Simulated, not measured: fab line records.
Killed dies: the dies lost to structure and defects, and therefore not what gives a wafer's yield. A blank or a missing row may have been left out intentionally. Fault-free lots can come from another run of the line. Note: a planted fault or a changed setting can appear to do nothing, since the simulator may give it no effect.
fab line records | flow n5Finfet
record: lots: 3 | wafers: 9 | lastDay: 18
route steps=1938 shown BEOL_M11@1565 BEOL_M12@1602 PASSIVATION@1936
lots that met no fault: taken from a fault-free run of the same line
startH: start of the lot's first displayed wafer, in hours after the record's first day | waitH: hours from the lot's prior step to this one | " as in the row above | L1.1+2: a single row standing in for several wafers | - either no value or no given start | * or withheld: withheld | < > ~ a bound
route shown NAME@n: a module of which the file shows steps, and the number in the route of the first | usual: mean and standard deviation over wafers with no fault | same: alike in all rows | chamber/n: place in a boat | sites: the reading at each site | _std_site: how widely they spread, as a standard deviation | _edge_site: outer sites' mean less inner sites' | radiusMm: for every site, how far away it sits from the centre of the wafer | mask NAME#n: copy n | behind: the most recent tool/chamber to have shaped the wafer | hold: why the lot was held/for how many hours/how that ended | device: the n, p or np transistor that did not switch | end of line: tests run on the same wafers once the route is complete | step lacking rows: just its recipe | killed: at the first sort, the dies lost to defects and structure; wafer yield is something else | map: shows each die of a wafer: x if killed, . if not, _ if none is there
set.NAME: setting as actually run; set.NAME@STEP: the setting as run at that earlier step | model.NAME: the simulator's own value behind a step, which no gauge read
lots at selected steps of the route; one table per step, one row per wafer
services: a tool's chamber out of use, with start hour (startH, from the record's first day; less than 0 if before it), hours out, and reason
== steps ==
step: N5_BEOL_M11_EXPOSE_25
recipe: maskId: V10 | na: 1.35 | sourceShape: annular | sigmaInner: 0.5 | sigmaOuter: 0.8 | polarization: unpolarized | doseMj: 85.5
step: N5_BEOL_M11_PEB_26
recipe: pebTempC: withheld | pebTimeS: 60 | resist: CAR-ArF
step: N5_BEOL_M11_DEVELOP_27
recipe: developTimeS: 30 | developer: TMAH | resist: CAR-ArF | rinseLiquid: diw | dry: airSpin | devTempC: 23
step: N5_BEOL_M11_DESCUM_33
recipe: chemistry: O2 | timeS: 7.9 | sourcePowerW: 50 | biasPowerW: 20 | pressureMtorr: 20 | rfFrequencyHz: 2.712e+07 | tempC: 40 | resist: CAR-ArF | o2FlowSccm: 225
step: N5_BEOL_M11_ETCH_65
recipe: chemistry: CF4 | target: SiARC | targetDepthA: 390 | maskMaterial: CAR-ArF | timeS: 65 | ionEnergyEv: 80 | pressureMtorr: 40 | sourceW: 545 | biasW: 36 | Ar_flow_sccm: 100 | cf4FlowSccm: 100 | ends: cleared
step: N5_BEOL_M11_ETCH_66
recipe: chemistry: N2/H2 | target: SOC | targetDepthA: 1200 | overetchA: 240 | maskMaterial: SiARC | tempC: 40 | timeS: 180 | ionEnergyEv: 200 | pressureMtorr: 30 | sourceW: 840 | biasW: 150 | n2FlowSccm: 200 | h2FlowSccm: 200
step: N5_BEOL_M11_STRIP_69
recipe: chemistry: N2/H2 | tempC: 40 | n2FlowSccm: 200 | h2FlowSccm: 200 | rfFrequencyHz: 6e+07
step: N5_BEOL_M11_VIA_ETCH_34
recipe: chemistry: C4F6/O2 | target: SiCOH_lowk | targetDepthA: 1845 | maskMaterial: SOC | taperDeg: 4 | timeS: 69.2 | ionEnergyEv: 250 | pressureMtorr: 30 | sourceW: 345 | biasW: 185 | Ar_flow_sccm: 300 | C4F6_flow_sccm: 10 | O2_flow_sccm: 10
step: N5_BEOL_M11_STRIP_73
recipe: chemistry: C4F6/O2 | resist: SiARC | rfFrequencyHz: 6e+07
step: N5_BEOL_M11_STRIP_36
recipe: chemistry: N2/H2 | powerW: 450 | tempC: 40 | pressureMtorr: 20 | rfFrequencyHz: 6e+07 | overashFraction: 0.3 | biasPowerW: 7 | h2Frac: 0.5 | n2FlowSccm: 200 | h2FlowSccm: 200
usual: drypumpMotorCurrentA: 5.86/0.25 | n2FlowSccm: 200.0/0.55 | oesProductAu: 0.78/0.095 | powerW: 450.2/1.3 | rfVppV: 59.1/1.8 | showerheadPlenumPTorr: 2.54/0.081 | throttleValvePct: 23.72/0.29
lot.wafer | tool       | chamber | startH | waitH | drypumpMotorCurrentA | n2FlowSccm | oesProductAu | powerW | rfHoursCounterH | rfVppV | showerheadPlenumPTorr | throttleValvePct
L750.1    | rieDiel-02 | 2       | 308.78 | 0.0   | 5.45                 | 199.3      | 0.69         | 451.1  | 228             | 59.1   | 2.64                  | 24.06
L750.2    | "          | 3       | "      | "     | 5.87                 | 199.1      | 0.92         | 450.9  | 11              | 59.5   | 2.61                  | 23.57
L750.3    | "          | 1       | "      | "     | 6.33                 | 200.0      | 0.71         | 451.2  | 202             | 64.6   | 2.62                  | 23.58
L760.1    | rieDiel-02 | 3       | 376.92 | 0.0   | 5.80                 | 199.6      | 0.92         | 449.0  | 31              | 57.6   | 2.60                  | 23.62
L760.5    | "          | 1       | "      | "     | 6.35                 | 199.7      | 0.70         | 449.8  | -               | 61.0   | 2.62                  | 23.58
L760.6    | "          | 0       | "      | "     | 5.83                 | 200.6      | 0.69         | 448.7  | -               | 57.5   | 2.39                  | 23.76
L759.1    | rieDiel-02 | 3       | 384.58 | 0.0   | 5.85                 | 200.4      | 0.90         | 453.9  | 35              | 61.9   | 2.60                  | 23.60
L759.5    | "          | 3       | "      | "     | 5.81                 | 200.3      | 0.88         | 451.1  | -               | 61.2   | 2.60                  | 23.62
L759.6    | "          | 0       | "      | "     | 5.89                 | 199.5      | 0.68         | 450.5  | -               | 57.1   | 2.39                  | 23.75
step: N5_BEOL_M11_TRENCH_ETCH_37
recipe: chemistry: C4F6/O2 | targetDepthA: 1488.3 | target: SiCOH_lowk | timeS: 48 | ionEnergyEv: 250 | pressureMtorr: 30 | sourceW: 345 | biasW: 185 | Ar_flow_sccm: 300 | C4F6_flow_sccm: 10 | O2_flow_sccm: 10
step: N5_BEOL_M11_ETCH_41
recipe: chemistry: CH3F/O2 | target: SiCN | targetDepthA: 426 | taperDeg: 2 | timeS: 86 | ionEnergyEv: 120 | maskMaterial: TiN | pressureMtorr: 30 | sourceW: 395 | biasW: 75 | Ar_flow_sccm: 150 | CH3F_flow_sccm: 30 | O2_flow_sccm: 20
step: N5_BEOL_M11_STRIP_77
recipe: chemistry: N2/H2 | timeS: 10 | powerW: 450 | tempC: 40 | pressureMtorr: 20 | rfFrequencyHz: 6e+07 | biasPowerW: 7 | n2FlowSccm: 200 | h2FlowSccm: 200
step: N5_BEOL_M11_HM_STRIP_39
recipe: chemistry: peroxideTinStrip | material: TiN | targetDepthA: 250 | tempC: 50 | timeS: 158
step: N5_BEOL_M11_SRD_40
recipe: timeS: 30 | tempC: 23 | rinseLiquid: diw | dry: ipaMarangoni
step: N5_BEOL_M11_PRECLEAN_42
recipe: chemistry: residueRemover | timeS: 60 | tempC: 40
step: N5_BEOL_M11_SRD_43
recipe: timeS: 30 | tempC: 23 | rinseLiquid: diw | dry: ipaMarangoni
step: N5_BEOL_M11_CURE_72
recipe: tempC: 370 | timeS: 120 | ambient: DMADMS/He | material: SiCOH_lowk
step: N5_BEOL_M11_DEGAS_44
recipe: ambient: vacuum | tempC: 250 | timeS: 60
step: N5_BEOL_M11_PRE_CLEAN_45
recipe: gas: H2/He | timeS: 30 | tempC: 250
step: N5_BEOL_M11_ALD_74
recipe: material: TaN | targetThkA: 20 | tempC: 275 | aldPrecursorFamily: PDMAT | aldCoReactant: NH3 | pressureTorr: 3 | carrierFlowSccm: 1500 | pulseTimeS: 2 | purgeTimeS: 3 | coReactantPurgeTimeS: 2 | coReactantPulseTimeS: 3 | aldCycles: 40 | precursorVesselTempC: 75 | precursorVesselPressureTorr: 26.25 | precursorVesselCarrierSccm: 1000
step: N5_BEOL_M11_SURFACE_TREAT_76
recipe: gas: Ar | timeS: * | ionEnergyEv: * | ionCurrentMaCm2: 0.5 | pressureMtorr: * | arFlowSccm: 30
step: N5_BEOL_M11_CVD_75
recipe: material: Co | targetThkA: 20 | tempC: withheld | precursor: CCTBA/H2 | pressureTorr: 30 | timeS: 138.9
step: N5_BEOL_M11_SPUTTER_48
recipe: material: Cu | targetThkA: 120 | tempC: -20 | biasV: 60 | powerW: 26000 | chamberPressurePa: 0.13 | timeS: 2
step: N5_BEOL_M11_ECD_50
recipe: material: Cu | targetThkA: 3180
step: N5_BEOL_M11_ANNEAL_51
recipe: tempC: 225 | timeS: 90 | ambient: N2
step: N5_BEOL_M11_CMP_52
recipe: stopOn: SiCOH_lowk | tOverpolishS: 7 | downForcePsi: 1 | platenRpm: 50 | clearingPlatenDownForcePsi: 1.5 | clearingPlatenRpm: 50 | postCmpClean: cuAlkaline | targetThkNm: 140 | clearingPlatenPadVelocityMS: 0.99484 | padVelocityMS: 0.99484
step: N5_BEOL_M11_PRE_CLEAN_55
recipe: gas: NH3 | timeS: 15 | tempC: withheld | rfPowerW: 300
step: N5_BEOL_M11_DEP_56
recipe: material: SiCN | targetThkA: 300 | tempC: withheld | precursor: 3MS/NH3 | pressureTorr: 3 | rfW: 675 | timeS: 10.5
step: N5_BEOL_M12_ILD_DEP_00
recipe: material: SiOC | targetThkA: 6589.2 | tempC: 350 | precursor: DEMS/O2 | pressureTorr: 5 | rfW: 500 | timeS: 130.7
step: N5_BEOL_M12_COAT_58
recipe: resist: BARC | tempC: 205 | timeS: 60 | spinRpm: 1500 | resistThkNm: 89
step: N5_BEOL_M12_COAT_04
recipe: spinRpm: 1625 | resistThkNm: 400
step: N5_BEOL_M12_EBR_06
recipe: solvent: PGMEA | ebrWidthMm: 1.5
step: N5_PASSIVATION_PROBE_49
usual: defectLimitedYield: 91.0/1.4 | killed_at_M0_to_M3: 36/10 | killed_at_M4_up: 15/5 | killedAtContacts: 12/6.1 | killedAtFrontEnd: 40/13 | killedAtOther: 3.8/2.9 | killedDies: 106/16 | killedOpen: 68/12 | killedShort: 35/8.2 | sort_bin_5_function: 5.2/0.9 | sort_bin_6_memory: 3.4/0.71 | sortNPass: 1073/17 | sortYieldPct: 91.0/1.5
same: grossDies: 1180 | killedAtBackSide: 0 | sort_bin_4_leakage[%]: 0 | sort_bin_8_speed[%]: 0
lot.wafer | tool      | chamber | startH | waitH | defectLimitedYield[%] | killed_at_M0_to_M3 | killed_at_M4_up | killedAtContacts | killedAtFrontEnd | killedAtOther | killedDies | killedOpen | killedShort | sort_bin_5_function[%] | sort_bin_6_memory[%] | sortNPass | sortYieldPct[%]
L750.1    | prober-02 | -       | 364.42 | 0.0   | 91.7                  | 47                 | 13              | 8                | 26               | 4             | 98         | 74         | 23          | 5.3                    | 2.8                  | 1082      | 91.7
L750.2    | prober-02 | -       | 364.47 | 0.1   | 90.3                  | 50                 | 9               | 21               | 31               | 4             | 115        | 77         | 37          | 5.1                    | 4.3                  | 1065      | 90.3
L750.3    | prober-02 | -       | 364.52 | 0.1   | 79.9                  | 48                 | 163             | 8                | 17               | 1             | 237        | 49         | 33          | 12.9                   | 3.3                  | 943       | 79.9
L760.1    | prober-02 | -       | 422.31 | 0.0   | 91.9                  | 32                 | 8               | 8                | 46               | 1             | 95         | 52         | 35          | 4.2                    | 2.8                  | 1085      | 91.9
L760.5    | prober-02 | -       | 422.51 | 0.2   | 90.6                  | 36                 | 14              | 15               | 44               | 2             | 111        | 74         | 35          | 5.2                    | 3.9                  | 1069      | 90.6
L760.6    | prober-02 | -       | 422.56 | 0.3   | 89.4                  | 39                 | 17              | 17               | 51               | 1             | 125        | 82         | 38          | 5.4                    | 4.3                  | 1055      | 89.4
L759.1    | prober-02 | -       | 428.97 | 0.0   | 91.4                  | 43                 | 10              | 3                | 43               | 3             | 102        | 67         | 29          | 4.9                    | 3.4                  | 1078      | 91.4
L759.5    | prober-02 | -       | 429.17 | 0.2   | 89.1                  | 38                 | 15              | 13               | 59               | 4             | 129        | 88         | 32          | 6.9                    | 3.2                  | 1051      | 89.1
L759.6    | prober-02 | -       | 429.22 | 0.3   | 89.6                  | 37                 | 13              | 10               | 50               | 13            | 123        | 68         | 48          | 5.9                    | 3.5                  | 1057      | 89.6
killed by level:class
L750.1 BEOL_M2:geometricParticle:open=32 FIN_SAQP:geometricParticle:short=6 STI_FIN_REVEAL:geometricParticle:open=6 MOL_CONTACT_COAG:geometricParticle:open=5 BEOL_M4:geometricParticle:open=5 BEOL_M0_SAQP:geometricParticle:short=4 BEOL_M1:geometricParticle:open=4 BEOL_M6:geometricParticle:open=4
L750.2 MOL_CONTACT_COAG:geometricParticle:open=17 BEOL_M0_SAQP:geometricParticle:short=14 BEOL_M3:geometricParticle:open=13 BEOL_M2:geometricParticle:open=8 BEOL_M0_SAQP:geometricParticle:open=6 BEOL_M1:geometricParticle:open=6 STARTING-WAFER:geometricParticle:open=6 FIN_SAQP:geometricParticle:open=4
L750.3 BEOL_M11:unspecified=153 BEOL_M0_SAQP:geometricParticle:short=14 BEOL_M2:geometricParticle:open=9 BEOL_M1:geometricParticle:open=8 MOL_CONTACT_COAG:geometricParticle:open=7 BEOL_M0_SAQP:geometricParticle:open=7 BEOL_M3:geometricParticle:open=4 FIN_SAQP:geometricParticle:open=2
L760.1 DUMMY_GATE:geometricParticle:short=7 DUMMY_GATE:geometricParticle:open=7 MOL_CONTACT_COAG:geometricParticle:open=7 BEOL_M0_SAQP:geometricParticle:short=7 HKMG_FIN:areaEtch=6 BEOL_M0_SAQP:geometricParticle:open=5 BEOL_M4:geometricParticle:open=4 STARTING-WAFER:geometricParticle:open=4
L760.5 STI_FIN_REVEAL:geometricParticle:open=15 BEOL_M0_SAQP:geometricParticle:open=11 MOL_CONTACT_COAG:geometricParticle:open=9 FIN_SAQP:geometricParticle:open=7 BEOL_M1:geometricParticle:open=7 STI_FIN_REVEAL:geometricParticle:short=6 GATE_CUT:geometricParticle:short=6 MOL_CONTACT_COAG:geometricParticle:short=6
L760.6 FIN_SAQP:geometricParticle:open=24 MOL_CONTACT_COAG:geometricParticle:open=14 FIN_SAQP:geometricParticle:short=9 BEOL_M3:geometricParticle:open=8 BEOL_M2:geometricParticle:open=8 BEOL_M4:geometricParticle:open=8 BEOL_M0_SAQP:geometricParticle:short=7 STARTING-WAFER:geometricParticle:short=5
L759.1 STI_FIN_REVEAL:geometricParticle:open=13 STI_FIN_REVEAL:geometricParticle:short=8 BEOL_M2:geometricParticle:open=8 BEOL_M0_SAQP:geometricParticle:short=7 BEOL_M0_SAQP:geometricParticle:open=7 STARTING-WAFER:geometricParticle:open=7 BEOL_M3:geometricParticle:open=5 BEOL_M1:geometricParticle:open=4
L759.5 STI_FIN_REVEAL:geometricParticle:open=20 MOL_CONTACT_COAG:geometricParticle:open=12 BEOL_M2:geometricParticle:open=11 FIN_SAQP:geometricParticle:open=10 FIN_SAQP:geometricParticle:short=9 BEOL_M0_SAQP:geometricParticle:open=8 BEOL_M3:geometricParticle:open=6 STI_FIN_REVEAL:geometricParticle:short=5
L759.6 STI_FIN_REVEAL:geometricParticle:open=18 BEOL_M0_SAQP:geometricParticle:short=18 BEOL_M0_SAQP:geometricParticle:open=13 FIN_SAQP:geometricParticle:short=12 MIM_TOP_ETCH:geometricParticle:short=8 BEOL_M4:geometricParticle:open=7 FIN_SAQP:geometricParticle:open=6 MOL_CONTACT_COAG:geometricParticle:open=6
map L750.3 (x killed, . not)
_________________....xxxxxxxx________________
______________......x.xxxxxxxxx._____________
___________.......xxxxxxxxxxxxxxx..__________
__________.x..xx..x.xxxxxxxxxxxxx..._________
________..........x.xxxxxxxxxxxxx....._______
_______.......x...xxxxxxxxxxxxxxxx.....______
______..x..........xxxxxxxxxxxxxxx......_____
_____............xxxxxxxxxxxxxxx.xx.x....____
____...x.......x...xxxxxxxxxxxxxxx........___
___................x.x.xxxxxxxxxxx.........__
___.............xx...xxxxxxxxxx.x..x.......__
__....x.................xxxx..x....x.xx....._
__.........x..........x..x....xx.....xx....._
_...x...x..............x........x............
_....x.....x.........x..............x........
_........x....................x......x.......
_.x..................x............x.....x....
_......................x.x...................
_..........x.................x...............
_..................x..x.........x............
_.............................x.....x........
__x....x...............................x.x.._
__...............x..............x..........._
___x..........xx....x....x......xx.....x...__
___x.......................x..........x....__
____.....xx...............................___
_____...........x..........x............x____
______......x........xx................._____
_______..x.....x...x......x............______
________.......x.x.x......x.x...x....._______
__________.........................x_________
___________......x.................__________
______________.................._____________
_________________..x.........________________
map L759.5 (x killed, . not)
_________________............________________
______________................x._____________
___________.x....................xx__________
__________.x........................_________
________....x.....................x..._______
_______xx.......x....................x.______
______.................x............xx.x_____
_____......................x.x........x..____
____.x....x................x.......xx....x___
___....x..................x........x..x..x.__
___...............x.x.............xxx....x.__
__.....x...................x....xx.........._
__.....x.............x.....................x_
_...xx........................x.........x..xx
_................xx...............x..........
_....................x.....x.x...............
_..x................x..........x...x.x....x.x
_xx.....xxxx........x..x.......x.....x.....xx
_x..............x.x...x......x...............
_..x.........x.......x...x.......x.......x...
_.x....x...x.x......................x...x....
__.............................x............_
__.........x....x......x..x....x...x......x._
___x....x............x.....x.x.........x...__
___............x.............x............x__
____......x.....x...............x.........___
_____.........x...............x........x.____
______..............x..........x........_____
_______......x......................x..______
________................x..........x.._______
__________.....x.x.....x............_________
___________...x........x...........__________
______________.x........x..x...._____________
_________________....x......x________________
== services ==
tool       | chamber | startH | hours | kind
rieDiel-02 | 2       | 384.00 | -     | clean
rieDiel-02 | 2       | 384.00 | -     | consumableReplace:focusRing
rieDiel-02 | 2       | 384.00 | 20.0  | scheduledDown
rieDiel-02 | 2       | 384.00 | 20.0  | ventCycle
== key ==
firstSign: step: N5_PASSIVATION_PROBE_49 | reading: killed_at_M4_up | direction: up | sigmas: 30 | usual: 15 | struck: 163
effect: step: N5_PASSIVATION_PROBE_49 | reading: defectLimitedYield | direction: down | sigmas: 8 | usual: 91.0 | struck: 79.9
moreKillsBornAt: N5_BEOL_M11_STRIP_36@rieDiel-02: 153
metAt N5_BEOL_M11_STRIP_36
struckWafers L750.3
fault: kind: chamberParticleSource | tool: rieDiel-02 | chamber: 1 | onsetH: 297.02 | steps: N5_BEOL_M11_STRIP_36 | ratePerVisitCm2: 2.2019 | endH: 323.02
